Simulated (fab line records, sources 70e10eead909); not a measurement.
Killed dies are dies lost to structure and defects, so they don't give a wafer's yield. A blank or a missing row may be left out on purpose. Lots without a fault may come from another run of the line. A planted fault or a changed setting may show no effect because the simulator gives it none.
Problem report in the 8D (eight disciplines) form, filled by code | flow nand_harc | the parts of the form that need people (team, actions taken, sign-off) are left out

1. THE PROBLEM
killed_dies at NHARC_END_SORT_01 reads a mean of 638 on 1 wafer of 1 lot; wafers without a fault read 62 with a standard deviation of 19. That is +30 standard deviations from the usual mean.
First seen on wafer L404.4, day 31 04:35, on prober-01. The record holds 2 wafers of 1 lot with a number at this step. Rule for "out", or "out of limits": more than 4 standard deviations from the usual mean. The other wafers with a number count as sound.

2. WHAT IT IS AND WHAT IT IS NOT
question                    | is                           | is not
which readings at this step | killed_dies, killed_at_array | killed_at_other, killed_at_periphery, killed_open, killed_short
which lots                  | L404                         | -
which wafers of those lots  | L404.4                       | L404.3
read on which gauges        | prober-01                    | -
when                        | from day 31 04:35            | up to then (1 sound wafer)

3. SUSPECTS, AND WHAT RULES EACH OUT
Counting: a tool at a process step up to the reading stays a suspect if it ran every lot that is out. Sound lots after the first of them don't rule it out here, since some wafers of a struck lot are sound.
- the gauge at NHARC_END_SORT_01: ruled out. All the wafers that are out were read on prober-01, but those of them that NHARC_A_CHANNEL_HOLE_D1_ETCH_34 has rows for are out there too, on other tools.
- rie_diel-11 at NHARC_A_CHANNEL_HOLE_D1_ETCH_34 (etches the open film in CF4/CHF3, target depth 154 nm, time 77 s): kept. It ran the lot that is out, L404 (day 15 07:40). Its own readings are out on those wafers: oes_product_au.
- har_etch-02 at NHARC_A_CHANNEL_HOLE_D1_ETCH_21 (etches the open film in C4F8/O2/Ar, time 514.3 s, target depth 1600 nm): kept. It ran the lot that is out, L404 (day 15 08:59).
- har_etch-02 at NHARC_A_CHANNEL_HOLE_D1_ETCH_23 (etches the open film in C4F8/O2/Ar, time 819 s, target depth 1600 nm): kept. It ran the lot that is out, L404 (day 15 10:05).
- har_etch-02 at NHARC_A_CHANNEL_HOLE_D1_ETCH_26 (etches the open film in C4F8/O2/Ar, time 224.1 s, target depth 300 nm): kept. It ran the lot that is out, L404 (day 15 12:16).
- Within rie_diel-11 at NHARC_A_CHANNEL_HOLE_D1_ETCH_34: the wafers that are out ran in chamber 1; their sound lot-mates ran in chamber 0.
- Within har_etch-02 at NHARC_A_CHANNEL_HOLE_D1_ETCH_21: the wafers that are out ran in chamber 1; their sound lot-mates ran in chamber 0.
- Within har_etch-02 at NHARC_A_CHANNEL_HOLE_D1_ETCH_23: the wafers that are out ran in chamber 1; their sound lot-mates ran in chamber 0.
- Within har_etch-02 at NHARC_A_CHANNEL_HOLE_D1_ETCH_26: the wafers that are out ran in chamber 1; their sound lot-mates ran in chamber 0.
Left after counting: rie_diel-11 at NHARC_A_CHANNEL_HOLE_D1_ETCH_34, har_etch-02 at NHARC_A_CHANNEL_HOLE_D1_ETCH_21, har_etch-02 at NHARC_A_CHANNEL_HOLE_D1_ETCH_23, har_etch-02 at NHARC_A_CHANNEL_HOLE_D1_ETCH_26.

4. THE CAUSE (what the simulator had put in)
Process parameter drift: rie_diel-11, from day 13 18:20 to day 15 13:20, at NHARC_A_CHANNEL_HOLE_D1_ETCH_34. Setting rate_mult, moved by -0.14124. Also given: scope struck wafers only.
Counting left 4 suspects, and this tool is among them.

5. THE CHAIN OF EFFECTS, in route order
Each row: a reading whose mean over the struck wafers that have a number lies more than 3 standard deviations from the usual. Only readings for which the record gives a usual standard deviation are gone through. hours: the time from each lot's start at the first step in this table that gives one to its start at this step, as a median over the lots. sigmas: the change in usual standard deviations.
hours | step                            | reading         | usual      | on struck wafers | change | sigmas
0     | NHARC_A_CHANNEL_HOLE_D1_ETCH_34 | oes_product_au  | 0.946 a.u. | 0.855            | -0.091 | -4.1
381   | NHARC_END_SORT_01               | killed_at_array | 57         | 630              | +573   | +30
381   | NHARC_END_SORT_01               | killed_dies     | 62         | 638              | +576   | +30
The process steps in it:
- NHARC_A_CHANNEL_HOLE_D1_ETCH_34: etches the open film in CF4/CHF3, target depth 154 nm, time 77 s.

6. WHAT WOULD HAVE CAUGHT IT SOONER
In this record the first reading out of limits at a measuring or inspecting step was taken at day 31 04:35, 418 hours after the fault began at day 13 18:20.
The tool's own readings at NHARC_A_CHANNEL_HOLE_D1_ETCH_34 were out on every struck wafer that the step has a row for (oes_product_au): an alarm limit on them would have fired on the first of those.
All the lots that are out (1) had begun NHARC_A_CHANNEL_HOLE_D1_ETCH_34 on rie_diel-11 by day 31 04:35. A hold on the tool at that time would have spared none of them.
